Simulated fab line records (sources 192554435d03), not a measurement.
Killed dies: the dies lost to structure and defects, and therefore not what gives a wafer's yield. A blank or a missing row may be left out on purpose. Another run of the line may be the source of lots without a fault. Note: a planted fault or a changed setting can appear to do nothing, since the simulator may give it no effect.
Which of the tools did it? -- flow n5 finfet -- Sampling: 13 lots, 39 wafers, 4 of 1938 route steps

WHAT THE GAUGES SHOWED, per wafer
N5_FIN_SAQP_OVL_MEAS_17. Usual: for FIN_CORE_OVL the level is 0.1 nm and the standard deviation is 0.77.
lot,measured,on,FIN_CORE_OVL (nm),flag
L561,day 1 21:34,overlay-02,-1.2 -0.5 -0.4,
L562,day 2 04:25,overlay-02,1.4 2.6 1.3,
L565,day 2 22:22,overlay-01,-0.9 -1.2 -0.6,
L566,day 3 04:26,overlay-02,-1.0 0.1 0.2,
L569,day 3 23:10,overlay-02,-0.8 -0.7 -0.6,
L571,day 4 10:59,overlay-01,-0.6 -0.9 -0.7,
L572,day 4 17:17,overlay-02,-0.5 -0.3 0.7,
L574,day 5 06:16,overlay-01,-1.2 -1.1 1.0,
L575,day 5 10:50,overlay-01,-0.6 -0.6 0.6,
L577,day 5 22:15,overlay-02,1.2 0.5 1.0,
L580,day 6 15:37,overlay-01,1.1 0.0 -0.1,
L581,day 6 22:06,overlay-02,-0.6 -0.5 0.1,
L583,day 7 09:25,overlay-01,0.5 1.5 1.6,

N5_FIN_SAQP_INSPECT_18: inspects for defects (brightfield). Usual: raw defect count 403, standard deviation 120.
lot,measured,on,raw defect count,flag
L561,day 1 21:35,defect inspect-02,366 525 725,
L562,day 2 04:27,defect inspect-02,331 418 521,
L565,day 2 22:23,defect inspect-01,336 289 321,
L566,day 3 04:28,defect inspect-02,316 395 355,
L569,day 3 23:11,defect inspect-02,343 353 317,
L571,day 4 11:01,defect inspect-02,252 230 355,
L572,day 4 17:19,defect inspect-01,506 408 327,
L574,day 5 06:18,defect inspect-01,488 502 546,
L575,day 5 10:52,defect inspect-01,500 517 350,
L577,day 5 22:16,defect inspect-02,421 535 289,
L580,day 6 15:39,defect inspect-01,565 490 479,
L581,day 6 22:07,defect inspect-01,369 340 440,
L583,day 7 09:26,defect inspect-02,265 322 376,

WHICH TOOL RAN EACH LOT (tool, then ch and the chambers of the sampled wafers, then the start)
lot,N5_FIN_SAQP_HM_DEP_72,N5_FIN_SAQP_EXPOSE_13
L561,"pecvd-01 ch 0,1,2, day 1 21:12","arfi scanner-02 ch 0, day 1 21:23"
L562,"pecvd-02 ch 0,2, day 2 03:56","arfi scanner-01 ch 0, day 2 04:16"
L565,"pecvd-04 ch 0,1, day 2 21:58","arfi scanner-02 ch 0, day 2 22:11"
L566,"pecvd-01 ch 0,1,2, day 3 03:58","arfi scanner-03 ch 0, day 3 04:17"
L569,"pecvd-02 ch 0,1,2, day 3 22:48","arfi scanner-03 ch 0, day 3 22:59"
L571,"pecvd-02 ch 0,1, day 4 10:29","arfi scanner-03 ch 0, day 4 10:49"
L572,"pecvd-04 ch 0,1, day 4 16:49","arfi scanner-01 ch 0, day 4 17:08"
L574,"pecvd-04 ch 0,1,2, day 5 05:47","arfi scanner-01 ch 0, day 5 06:06"
L575,"pecvd-01 ch 1,2, day 5 10:21","arfi scanner-02 ch 0, day 5 10:40"
L577,"pecvd-04 ch 0,1, day 5 21:43","arfi scanner-01 ch 0, day 5 22:05"
L580,"pecvd-02 ch 0,1,2, day 6 15:08","arfi scanner-02 ch 0, day 6 15:28"
L581,"pecvd-02 ch 0,1,2, day 6 21:46","arfi scanner-02 ch 0, day 6 21:57"
L583,"pecvd-02 ch 1,2, day 7 08:55","arfi scanner-01 ch 0, day 7 09:14"
- N5_FIN_SAQP_HM_DEP_72: deposits SiO2 from SiH4/N2O, target thk 12 nm, time 7.2 s.
- N5_FIN_SAQP_EXPOSE_13: exposes mask FIN CORE, target cd 35.6 nm.

WHAT THE TOOLS THEMSELVES READ (means of the sampled wafers that have a number; where no wafer has one, the mark that the record gives instead)
N5_FIN_SAQP_HM_DEP_72. Usual: heater power w 778 W, standard deviation 92; showerhead plenum p Torr 8.23 Torr, standard deviation 0.16.
lot,tool,heater power w (W),showerhead plenum p Torr (Torr),flag
L561,pecvd-01,779,8.22,
L562,pecvd-02,875,8.14,
L565,pecvd-04,712,8.24,
L566,pecvd-01,759,8.23,
L569,pecvd-02,813,8.20,
L571,pecvd-02,796,8.27,
L572,pecvd-04,710,8.39,
L574,pecvd-04,705,8.26,
L575,pecvd-01,723,8.36,
L577,pecvd-04,776,8.38,
L580,pecvd-02,810,8.19,
L581,pecvd-02,836,8.20,
L583,pecvd-02,830,8.18,

N5_FIN_SAQP_EXPOSE_13. Usual: exposure dose mJ cm2 63.20, standard deviation 0.066.
lot,tool,exposure dose mJ cm2,flag
L561,arfi scanner-02,63.21,
L562,arfi scanner-01,63.24,
L565,arfi scanner-02,63.28,
L566,arfi scanner-03,63.19,
L569,arfi scanner-03,64.81,OFF
L571,arfi scanner-03,64.47,OFF
L572,arfi scanner-01,63.18,
L574,arfi scanner-01,63.27,
L575,arfi scanner-02,63.22,
L577,arfi scanner-01,63.11,
L580,arfi scanner-02,63.24,
L581,arfi scanner-02,63.18,
L583,arfi scanner-01,63.14,

THE ANSWER, worked out from the rows above alone
Rule: lot off if the mean of its wafers having a number is beyond 3 standard deviations from the usual mean. A lot without any number at a reading at which 4 lots or more have one is off too. The other lots that the step has rows for count as sound. The gauges are gone through in route order, then the tools' own readings, and for those a lot's mean is taken as printed above. At the first step where some lot is off, the reading lying furthest off is the one used; lots without a number count as furthest.
Off at N5_FIN_SAQP_EXPOSE_13 (exposure dose mJ cm2): L569, L571.
A tool fits if, at that step or a process step before it, it ran every lot that is off, and no sound lot after the first of them. One fits: N5_FIN_SAQP_EXPOSE_13 on arfi scanner-03. Its last sound lot is L566 (day 3 04:17), its first lot that is off L569 (day 3 22:59): a fault that began between those two fits.
The tool's own readings at N5_FIN_SAQP_EXPOSE_13 bear it out: on the lots that are off they differ by more than 5 times the standard deviation of the sound lots' means. exposure dose mJ cm2 reads 64.64 there against 63.21 on the sound lots.

WHAT HAD BEEN PUT IN BY THE SIMULATOR
Drift in process parameters on arfi scanner-03 at N5_FIN_SAQP_EXPOSE_13, starting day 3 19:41. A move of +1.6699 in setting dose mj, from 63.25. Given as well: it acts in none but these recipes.
Shown lots that were struck: L569, L571. The rule given above showed the same thing.
